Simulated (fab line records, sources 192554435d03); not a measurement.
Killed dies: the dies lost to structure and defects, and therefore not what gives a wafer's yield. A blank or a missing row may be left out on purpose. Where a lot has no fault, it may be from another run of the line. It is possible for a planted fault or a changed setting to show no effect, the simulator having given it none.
fab line records	flow n5_finfet
[record] lots = 9	wafers = 27	last_day = 17
route steps=1938 shown BEOL_M4@1111 BEOL_M10@1507 PASSIVATION@1936
lots untouched by any fault: they come from a run of this same line in which no faults occurred
start_h: hours from the record's opening day to when the first of the lot's shown wafers began	wait_h: time in hours since the lot's previous step	" repeats the value in the row above	L1.1+2: a single row standing in for several wafers	- either no value or no given start	* or withheld: withheld	< > ~ a bound
route shown NAME@n: NAME is a module with steps in the file, n the number in the route of the first one	usual: the fault-free wafers' mean and standard deviation	same: alike in all rows	chamber/n: place in a boat	sites: readings site by site	_std_site: standard deviation across them	_edge_site: inner sites' mean taken away from outer sites' mean	radius_mm: for every site, how far away it sits from the centre of the wafer	mask NAME#n: copy n	behind: the tool/chamber that last shaped the wafer	hold: why the lot went on hold/how many hours it stayed there/how the hold came to an end	device: whichever transistor did not switch (one of n, p or np)	end of line: tests of these same wafers at the route's end	a step without rows: its recipe alone	killed: the dies lost at the first sort to structure and to defects; this is not the yield of the wafer	map: the dies of a wafer, with x for killed, . for not killed, _ for no die there
set.NAME: the setting that was run; set.NAME@STEP: the one run at that earlier step	model.NAME: the simulator's own value behind a step, which no gauge read
a sample of lots followed through the steps of the route, with each step as a table and each wafer as a row
services: a tool's chamber out of use, with start hour (start_h, from the record's first day; less than 0 if before it), hours out, and reason
[[steps]]
[step N5_BEOL_M4_RC_MEAS_101]
[usual] DIBL_N = 35.3/1.5	DIBL_P = 35.3/1.9	IOFF_N = 0.145/0.027	IOFF_P = 0.20/0.033	ION_N = 670/12	ION_P = 462/6.8	SS_N = 71.3/0.6	SS_P = 73.1/0.7	VT_N = 251/3.4	VT_P = -251/3.2
lot.wafer	tool	chamber	start_h	wait_h	DIBL_N[mV/V]	DIBL_P[mV/V]	IOFF_N[nA/um]	IOFF_P[nA/um]	ION_N[uA/um]	ION_P[uA/um]	SS_N[mV/dec]	SS_P[mV/dec]	VT_N[mV]	VT_P[mV]
L829.1	prober-02	0	182.71	0.0	35.3	35.0	0.147	0.18	670	456	71.7	72.2	248	-254
L829.3	"	0	"	"	33.1	32.6	0.115	0.16	664	458	70.6	72.7	254	-252
L829.6	"	0	"	"	35.4	35.4	0.157	0.20	679	466	70.9	72.6	248	-247
L837.2	prober-01	0	223.90	0.2	33.5	32.2	0.094	0.16	647	456	71.0	72.5	258	-253
L837.4	"	0	"	"	35.2	35.0	0.133	0.20	670	468	70.8	73.1	251	-251
L837.5	"	0	"	"	35.6	34.7	0.128	0.20	664	464	70.7	72.9	252	-253
L832.2	prober-01	0	230.05	0.2	35.8	34.8	0.142	0.18	673	457	71.2	73.5	251	-254
L832.5	"	0	"	"	35.6	35.3	0.137	0.19	672	461	70.9	73.3	252	-252
L832.6	"	0	"	"	35.3	34.3	0.125	0.17	665	460	70.9	73.4	255	-255
L843.1	prober-01	0	259.88	0.0	36.2	36.4	0.143	0.19	669	458	71.5	73.0	250	-252
L843.3	"	0	"	"	34.2	35.0	0.112	0.17	657	459	71.6	72.5	255	-251
L843.4	"	0	"	"	35.7	36.0	0.139	0.19	677	465	70.9	73.7	251	-252
L842.2	prober-02	0	262.70	0.2	35.4	36.4	0.139	0.19	662	460	71.7	73.9	252	-250
L842.4	"	0	"	"	33.1	33.2	0.101	0.15	649	449	71.2	72.4	256	-253
L842.6	"	0	"	"	32.8	33.1	0.107	0.15	663	449	71.0	72.7	256	-255
L846.1	prober-01	0	291.23	0.0	35.8	35.4	0.139	0.19	667	461	71.4	72.9	256	-252
L846.4	"	0	"	"	34.0	33.6	0.103	0.17	641	449	71.2	73.1	257	-254
L846.6	"	0	"	"	37.7	37.9	0.166	0.23	659	453	71.9	73.5	251	-252
L847.1	prober-02	0	296.26	0.0	35.1	35.6	0.145	0.20	682	466	72.3	73.7	252	-250
L847.4	"	0	"	"	38.0	38.5	0.202	0.26	690	471	73.0	74.0	246	-247
L847.5	"	0	"	"	33.5	33.5	0.112	0.16	657	452	71.0	73.2	257	-255
L848.3	prober-01	0	302.49	0.3	35.4	36.6	0.162	0.20	679	462	71.3	73.0	248	-253
L848.4	"	0	"	"	35.7	36.8	0.163	0.20	680	464	70.8	73.5	248	-254
L848.5	"	0	"	"	33.4	34.4	0.128	0.16	675	462	69.8	72.7	250	-256
L850.2	prober-01	0	304.26	0.2	36.1	34.9	0.148	0.18	668	454	71.4	73.0	251	-255
L850.3	"	0	"	"	36.3	35.3	0.159	0.19	676	462	71.4	73.0	248	-253
L850.4	"	0	"	"	35.4	35.1	0.150	0.19	662	461	71.5	73.4	247	-252
[step N5_BEOL_M10_ETCH_66]
[recipe] chemistry = N2/H2	target = SOC	target_depth_a = 1200	overetch_a = 240	mask_material = SiARC	temp_c = 40	time_s = 180	ion_energy_ev = 200	pressure_mtorr = 30	source_w = 840	bias_w = 150	n2_flow_sccm = 200	h2_flow_sccm = 200
[usual] drypump_motor_current_A = 5.8/0.55	oes_product_au = 0.65/0.051	rf_fwd_power_W = 837.1/2.7	rf_vpp_V = 524/3.1	showerhead_plenum_p_Torr = 2.55/0.11	throttle_valve_pct = 17.74/0.25
lot.wafer	tool	chamber	start_h	wait_h	drypump_motor_current_A	oes_product_au	rf_fwd_power_W	rf_hours_counter_h	rf_vpp_V	showerhead_plenum_p_Torr	throttle_valve_pct
L829.1	rie_diel-05	3	238.82	0.0	4.7	0.65	841.7	94	521	2.45	17.92
L829.3	"	2	"	"	6.0	0.62	839.7	122	525	2.56	18.09
L829.6	"	0	"	"	5.2	0.61	839.4	-	521	2.46	17.75
L837.2	rie_diel-04	3	275.16	0.0	6.0	0.71	840.3	43	529	2.68	17.79
L837.4	"	2	"	"	5.7	0.74	834.7	17	524	2.48	17.20
L837.5	"	0	"	"	6.4	0.62	835.4	-	527	2.66	17.71
L832.2	rie_diel-04	1	282.39	0.0	6.1	0.66	834.8	90	526	2.68	17.56
L832.5	"	3	"	"	6.0	0.71	837.3	-	528	2.68	17.81
L832.6	"	0	"	"	6.5	0.63	833.5	-	527	2.66	17.70
L843.1	rie_diel-04	0	309.19	0.0	6.5	0.62	838.9	135	526	2.65	17.71
L843.3	"	3	"	"	5.9	0.69	831.4	58	529	2.67	17.84
L843.4	"	1	"	"	6.1	0.66	834.7	103	528	2.67	17.58
L842.2	rie_diel-05	2	316.37	0.0	6.1	0.61	835.4	149	524	2.55	18.14
L842.4	"	0	"	"	5.2	0.58	839.7	185	520	2.44	17.82
L842.6	"	3	"	"	4.7	0.62	837.8	-	521	2.44	17.97
L846.1	rie_diel-04	0	340.24	0.0	6.5	0.60	833.1	147	527	2.65	17.74
L846.4	"	2	"	"	5.7	0.71	833.9	44	521	2.47	17.27
L846.6	"	1	"	"	6.1	0.64	836.8	-	528	2.66	17.61
L847.1	rie_diel-04	1	343.34	0.0	6.1	0.65	838.8	116	527	2.66	17.61
L847.4	"	0	"	"	6.5	0.61	836.1	148	528	2.65	17.75
L847.5	"	0	"	"	6.5	0.61	835.8	-	527	2.65	17.75
L848.3	rie_diel-03	0	353.99	0.0	5.3	0.63	838.0	148	522	2.44	18.02
L848.4	"	2	"	"	4.8	0.68	834.5	75	521	2.49	17.67
L848.5	"	2	"	"	4.8	0.68	835.9	-	521	2.49	17.68
L850.2	rie_diel-05	3	354.08	0.0	4.7	0.61	838.7	134	521	2.44	17.99
L850.3	"	1	"	"	5.8	0.62	839.3	148	523	2.43	17.96
L850.4	"	2	"	"	6.0	0.60	838.3	164	523	2.54	18.15
[step N5_BEOL_M10_CURE_72]
[recipe] temp_c = 370	time_s = 120	ambient = DMADMS/He	material = SiCOH_lowk
[usual] lamp_power_pct = 52.31/0.048	wafer_temp_C_max = 371.5/0.47
lot.wafer	tool	chamber	start_h	wait_h	lamp_power_pct	wafer_temp_C_max
L829.1	uv_cure-02	0	239.43	0.0	52.33	371.6
L829.3	"	0	"	"	52.30	371.4
L829.6	"	0	"	"	52.28	371.6
L837.2	uv_cure-02	1	275.81	0.1	52.30	371.4
L837.4	"	1	"	"	52.30	371.5
L837.5	"	1	"	"	52.33	372.0
L832.2	uv_cure-02	0	283.04	0.1	52.27	371.9
L832.5	"	0	"	"	52.24	372.2
L832.6	"	0	"	"	52.27	371.9
L843.1	uv_cure-03	0	310.13	0.3	52.32	372.0
L843.3	"	0	"	"	52.32	371.9
L843.4	"	0	"	"	52.34	372.1
L842.2	uv_cure-03	0	317.03	0.1	52.32	372.5
L842.4	"	0	"	"	52.27	372.2
L842.6	"	0	"	"	52.35	371.8
L846.1	uv_cure-02	2	340.96	0.0	52.37	371.6
L846.4	"	2	"	"	52.29	372.1
L846.6	"	2	"	"	52.29	371.4
L847.1	uv_cure-02	0	343.95	0.0	52.30	371.1
L847.4	"	0	"	"	52.34	371.0
L847.5	"	0	"	"	52.32	371.4
L850.2	uv_cure-03	0	354.75	0.1	52.16	371.9
L850.3	"	0	"	"	52.34	372.3
L850.4	"	0	"	"	52.34	372.3
L848.3	uv_cure-02	1	354.76	0.2	52.41	371.6
L848.4	"	1	"	"	52.23	371.2
L848.5	"	1	"	"	52.30	370.9
[step N5_BEOL_M10_ALD_74]
[recipe] material = TaN	target_thk_a = 20	temp_c = 275	ald_precursor_family = PDMAT	ald_co_reactant = NH3	pressure_torr = 3	carrier_flow_sccm = 1500	pulse_time_s = 2	purge_time_s = 3	co_reactant_purge_time_s = 2	co_reactant_pulse_time_s = 3	ald_cycles = 40	precursor_vessel_temp_c = 75	precursor_vessel_pressure_torr = 26.25	precursor_vessel_carrier_sccm = 1000
[usual] heater_power_w = 413/42	susceptor_temp_C = 275.01/0.18
lot.wafer	tool	chamber	start_h	wait_h	heater_power_w	susceptor_temp_C
L829.1	ald_metal-04	1	240.05	0.1	441	275.10
L829.3	"	3	"	"	374	275.26
L829.6	"	1	"	"	455	274.88
L837.2	ald_metal-02	2	276.34	0.1	367	274.41
L837.4	"	0	"	"	424	274.98
L837.5	"	3	"	"	427	274.97
L832.2	ald_metal-03	1	283.59	0.0	373	275.22
L832.5	"	0	"	"	440	275.32
L832.6	"	3	"	"	371	274.96
L843.1	ald_metal-04	0	310.60	0.0	419	274.97
L843.3	"	2	"	"	499	274.95
L843.4	"	3	"	"	372	275.02
L842.2	ald_metal-02	0	318.06	0.1	424	275.09
L842.4	"	2	"	"	357	274.93
L842.6	"	1	"	"	376	274.98
L846.1	ald_metal-04	0	341.69	0.0	403	274.80
L846.4	"	2	"	"	496	274.88
L846.6	"	1	"	"	425	274.63
L847.1	ald_metal-04	0	344.46	0.0	401	275.26
L847.4	"	3	"	"	367	275.23
L847.5	"	3	"	"	376	275.14
L848.3	ald_metal-03	3	355.52	0.1	365	275.07
L848.4	"	0	"	"	445	275.02
L848.5	"	2	"	"	445	274.93
L850.2	ald_metal-04	2	355.57	0.1	499	275.20
L850.3	"	1	"	"	454	275.28
L850.4	"	3	"	"	367	274.92
[step N5_BEOL_M10_SPUTTER_48]
[recipe] material = Cu	target_thk_a = 120	temp_c = -20	bias_v = 60	power_w = 26000	chamber_pressure_pa = 0.13	time_s = 2
[usual] bias_v = 60.0/0.56	cathode_dc_power_W = 26000/5	chuck_gas_flow_sccm = 1.27/0.055	susceptor_temp_C = -19.99/0.1	throttle_valve_pct = 29.8/0.96
lot.wafer	tool	chamber	start_h	wait_h	bias_v	cathode_dc_power_W	chuck_gas_flow_sccm	susceptor_temp_C	throttle_valve_pct
L829.1	pvd_sputter-02	-	240.73	0.2	59.1	25995	1.23	-19.99	29.0
L829.3	"	-	"	"	60.1	25999	1.28	-19.86	29.9
L829.6	"	-	"	"	60.0	26002	1.36	-19.88	30.4
L837.2	pvd_sputter-03	-	276.82	0.1	59.5	26003	1.24	-19.93	31.6
L837.4	"	-	"	"	60.0	26003	1.22	-20.02	30.5
L837.5	"	-	"	"	60.3	25999	1.22	-20.02	29.5
L832.2	pvd_sputter-01	-	284.05	0.1	59.1	25989	1.33	-19.97	30.2
L832.5	"	-	"	"	60.1	25994	1.16	-19.93	27.4
L832.6	"	-	"	"	60.6	26005	1.35	-20.02	30.0
L843.1	pvd_sputter-03	-	311.70	0.4	-	-	-	-	-
L843.3	"	-	"	"	-	-	-	-	-
L843.4	"	-	"	"	-	-	-	-	-
L842.2	pvd_sputter-03	-	318.66	0.2	-	-	-	-	-
L842.4	"	-	"	"	-	-	-	-	-
L842.6	"	-	"	"	-	-	-	-	-
L846.1	pvd_sputter-01	-	343.46	0.9	58.6	26001	1.27	-19.77	30.6
L846.4	"	-	"	"	60.5	26006	1.30	-20.01	29.4
L846.6	"	-	"	"	59.7	26001	1.14	-20.11	29.7
L847.1	pvd_sputter-03	-	345.05	0.1	60.5	25999	1.27	-19.95	31.8
L847.4	"	-	"	"	59.7	26008	1.29	-19.99	29.5
L847.5	"	-	"	"	59.7	26003	1.27	-19.87	29.8
L848.3	pvd_sputter-01	-	357.77	0.2	60.3	26002	1.23	-19.77	29.9
L848.4	"	-	"	"	60.2	26004	1.26	-19.96	27.7
L848.5	"	-	"	"	59.2	26007	1.32	-20.08	29.5
L850.2	pvd_sputter-01	-	357.85	0.1	60.5	25996	1.29	-19.88	29.8
L850.3	"	-	"	"	60.1	25989	1.20	-20.01	30.1
L850.4	"	-	"	"	60.3	26000	1.29	-20.06	30.3
[step N5_BEOL_M10_CMP_52]
[recipe] stop_on = SiCOH_lowk	t_overpolish_s = 7	down_force_psi = 1	platen_rpm = 50	clearing_platen_down_force_psi = 1.5	clearing_platen_rpm = 50	post_cmp_clean = cu_alkaline	target_thk_nm = 140	clearing_platen_pad_velocity_m_s = 0.99484	pad_velocity_m_s = 0.99484
[usual] clearing_platen_down_force_psi = 1.5002/0.003	motor_current_A = 6.2/0.68	time_to_endpoint_s = 66/3.8
lot.wafer	tool	chamber	start_h	wait_h	clearing_platen_down_force_psi	motor_current_A	time_to_endpoint_s
L829.3	cmp-02	1	241.97	0.2	1.4982	6.2	73
L829.1	"	2	"	"	1.5090	6.3	68
L829.6	"	3	"	"	1.5041	5.5	70
L837.2	cmp-04	2	277.43	0.2	1.5054	5.3	66
L837.4	"	3	"	"	1.4993	6.6	75
L837.5	"	3	"	"	1.4983	7.1	74
L832.2	cmp-02	0	284.70	0.2	1.4991	5.4	61
L832.6	"	0	"	"	1.5016	5.6	62
L832.5	"	1	"	"	1.4995	6.3	68
L843.4	cmp-03	0	312.74	0.1	1.5059	5.6	4
L843.3	"	1	"	"	1.5032	6.4	3
L843.1	"	3	"	"	1.5016	7.3	2
L842.4	cmp-02	1	319.29	0.1	1.4980	6.4	0
L842.2	"	2	"	"	1.5011	6.3	0
L842.6	"	2	"	"	1.4999	6.6	0
L846.1	cmp-03	0	343.98	0.3	1.5085	5.5	69
L846.4	"	3	"	"	1.5037	7.0	62
L846.6	"	1	"	"	1.5034	7.0	71
L847.4	cmp-04	2	345.61	0.2	1.4989	5.3	62
L847.1	"	0	"	"	1.5023	5.9	61
L847.5	"	2	"	"	1.4983	5.5	58
L848.4	cmp-03	1	358.30	0.1	1.4954	6.5	68
L848.3	"	3	"	"	1.5002	7.4	62
L848.5	"	2	"	"	1.4972	6.3	66
L850.4	cmp-03	3	358.61	0.2	1.5018	7.6	59
L850.2	"	0	"	"	1.4995	5.3	66
L850.3	"	1	"	"	1.5045	6.8	66
[step N5_PASSIVATION_PROBE_49]
[usual] defect_limited_yield = 91.2/1.5	killed_at_M0_to_M3 = 34/11	killed_at_M4_up = 14/5.4	killed_at_contacts = 12/5.9	killed_at_front_end = 40/12	killed_at_other = 4/3.3	killed_dies = 103/18	killed_on_rim = 14/4.1	killed_open = 68/13	killed_short = 34/7.5	sort_bin_5_function = 5.1/1	sort_bin_6_memory = 3.3/0.7	sort_bin_8_speed = 0.03/0.27	sort_n_pass = 1076/18	sort_yield_pct = 91.2/1.5
[same] gross_dies = 1180	killed_at_back_side = 0	sort_bin_4_leakage[%] = 0
lot.wafer	tool	chamber	start_h	wait_h	defect_limited_yield[%]	killed_at_M0_to_M3	killed_at_M4_up	killed_at_contacts	killed_at_front_end	killed_at_other	killed_dies	killed_on_rim	killed_open	killed_short	sort_bin_5_function[%]	sort_bin_6_memory[%]	sort_bin_8_speed[%]	sort_n_pass	sort_yield_pct[%]
L832.2	prober-02	-	338.05	0.1	88.9	39	14	15	58	5	131	24	86	44	6.4	4.5	0	1049	88.9
L832.5	prober-02	-	338.20	0.2	90.9	36	18	7	43	3	107	12	62	44	5.3	3.5	0	1073	90.9
L832.6	prober-02	-	338.25	0.3	90.3	39	14	25	35	2	115	17	74	41	5.8	3.4	0	1065	90.3
L843.1	prober-02	-	357.50	0.0	0	34	1091	12	42	1	1180	152	88	29	96.6	3.1	0	0	0
L843.3	prober-02	-	357.60	0.1	0	23	1115	8	33	1	1180	152	62	29	96.7	2.8	0	0	0
L843.4	prober-02	-	357.65	0.2	0	40	1096	8	35	1	1180	152	72	28	96.4	3.4	0	0	0
L842.2	prober-02	-	361.51	0.1	0	40	1085	17	30	8	1180	152	81	31	96.7	3.1	0	0	0
L842.4	prober-02	-	361.61	0.2	0	51	1061	9	54	5	1180	152	82	54	95.7	3.8	0	0	0
L842.6	prober-02	-	361.71	0.3	0	25	1089	26	39	1	1180	152	75	32	96.2	3.7	0	0	0
// killed by level:class
L832.2 FIN_SAQP:geometric_particle:short=17 MOL_CONTACT_COAG:geometric_particle:open=15 FIN_SAQP:geometric_particle:open=14 BEOL_M1:geometric_particle:open=12 BEOL_M4:geometric_particle:open=7 STI_FIN_REVEAL:geometric_particle:short=6 STI_FIN_REVEAL:geometric_particle:open=6 BEOL_M3:geometric_particle:open=6
L832.5 BEOL_M4:geometric_particle:open=12 BEOL_M3:geometric_particle:open=9 FIN_SAQP:geometric_particle:short=8 STI_FIN_REVEAL:geometric_particle:open=8 MOL_CONTACT_COAG:geometric_particle:open=6 BEOL_M0_SAQP:geometric_particle:short=6 FIN_SAQP:geometric_particle:open=5 BEOL_M4:geometric_particle:short=5
L832.6 MOL_CONTACT_COAG:geometric_particle:open=20 BEOL_M3:geometric_particle:open=12 FIN_SAQP:geometric_particle:short=8 BEOL_M0_SAQP:geometric_particle:open=6 GATE_CUT:geometric_particle:short=5 MOL_CONTACT_COAG:geometric_particle:short=5 BEOL_M1:geometric_particle:open=4 DUMMY_GATE:geometric_particle:open=4
L843.1 BEOL_M10:area_ecd=554 BEOL_M10:area_sputter=509 STI_FIN_REVEAL:geometric_particle:open=14 BEOL_M4:geometric_particle:open=13 MOL_CONTACT_COAG:geometric_particle:open=11 BEOL_M1:geometric_particle:open=10 BEOL_M0_SAQP:geometric_particle:open=8 BEOL_M0_SAQP:geometric_particle:short=5
L843.3 BEOL_M10:area_sputter=554 BEOL_M10:area_ecd=535 BEOL_M4:geometric_particle:open=13 STI_FIN_REVEAL:geometric_particle:open=8 MOL_CONTACT_COAG:geometric_particle:open=7 BEOL_M0_SAQP:geometric_particle:short=7 BEOL_M4:geometric_particle:short=7 BEOL_M3:geometric_particle:open=6
L843.4 BEOL_M10:area_ecd=543 BEOL_M10:area_sputter=536 BEOL_M1:geometric_particle:open=10 STI_FIN_REVEAL:geometric_particle:open=9 BEOL_M2:geometric_particle:open=8 BEOL_M0_SAQP:geometric_particle:open=7 BEOL_M3:geometric_particle:open=7 BEOL_M4:geometric_particle:open=7
L842.2 BEOL_M10:area_sputter=557 BEOL_M10:area_ecd=511 MOL_CONTACT_COAG:geometric_particle:open=15 BEOL_M3:geometric_particle:open=13 BEOL_M4:geometric_particle:open=10 BEOL_M1:geometric_particle:open=9 FIN_SAQP:geometric_particle:short=6 GATE_CUT:geometric_particle:short=6
L842.4 BEOL_M10:area_sputter=523 BEOL_M10:area_ecd=521 FIN_SAQP:geometric_particle:short=24 BEOL_M4:geometric_particle:open=12 BEOL_M0_SAQP:geometric_particle:open=12 FIN_SAQP:geometric_particle:open=10 BEOL_M3:geometric_particle:open=10 MOL_CONTACT_COAG:geometric_particle:open=9
L842.6 BEOL_M10:area_ecd=541 BEOL_M10:area_sputter=532 MOL_CONTACT_COAG:geometric_particle:open=22 STI_FIN_REVEAL:geometric_particle:open=11 FIN_SAQP:geometric_particle:open=8 BEOL_M4:geometric_particle:open=8 GATE_CUT:geometric_particle:short=6 BEOL_M0_SAQP:geometric_particle:short=6
[[services]]
tool	chamber	start_h	hours	kind
ald_metal-03	1	223.10	3.2	repair
cmp-03	-	223.88	5.6	pm
cmp-04	-	225.29	3.4	repair
cmp-02	-	231.09	0.3	repair
ald_metal-02	-	234.29	2.8	pm
cmp-04	-	234.57	4.0	pm
cmp-03	-	245.63	6.0	pm
ald_metal-03	1	247.32	3.8	repair
ald_metal-03	1	267.10	3.3	repair
cmp-02	-	273.42	0.5	repair
cmp-02	-	282.81	0.9	repair
ald_metal-03	-	284.21	2.8	pm
ald_metal-02	2	288.91	26.9	repair
rie_diel-05	-	290.03	0.5	repair
cmp-02	-	293.63	5.2	pm
uv_cure-02	-	299.06	0.4	repair
rie_diel-04	-	306.33	0.4	repair
uv_cure-03	-	318.46	28.1	pm
uv_cure-02	-	321.91	0.7	repair
cmp-02	-	322.06	4.0	pm
cmp-02	-	333.79	1.9	repair
ald_metal-02	-	337.25	14.0	pm
cmp-02	-	341.47	0.4	repair
uv_cure-02	-	345.54	7.5	pm
[[key]]
[first_sign] step = N5_BEOL_M10_SPUTTER_48	reading = tool_record	direction = missing
[effect] step = N5_BEOL_M10_CMP_52	reading = time_to_endpoint_s	direction = down	sigmas = 17	usual = *	struck = *
[effect] step = N5_PASSIVATION_PROBE_49	reading = killed_at_M4_up	direction = up	sigmas = 99+	usual = 14	struck = 1090
[more_kills_born_at] N5_BEOL_M10_SPUTTER_48@pvd_sputter-03 = 3211	N5_BEOL_M10_ECD_50@ecd_cu-02 = 3205
met_at N5_BEOL_M10_SPUTTER_48
struck_lots L842,L843
later_rows_left_out L842.2,L842.4,L842.6,L843.1,L843.3,L843.4
not_acting_at N5_BEOL_M10_ETCH_66,N5_BEOL_M10_CURE_72,N5_BEOL_M10_ALD_74
onset_between 276.82 311.70
[fault] kind = skipped_step_whole	tool = pvd_sputter-03	chamber = -	onset_h = 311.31	steps = N5_BEOL_M10_SPUTTER_48	scope = struck_lots_only
// later_rows_left_out: the simulator's readings of these wafers behind a module that went badly wrong aren't trusted and aren't shown, but for the sort
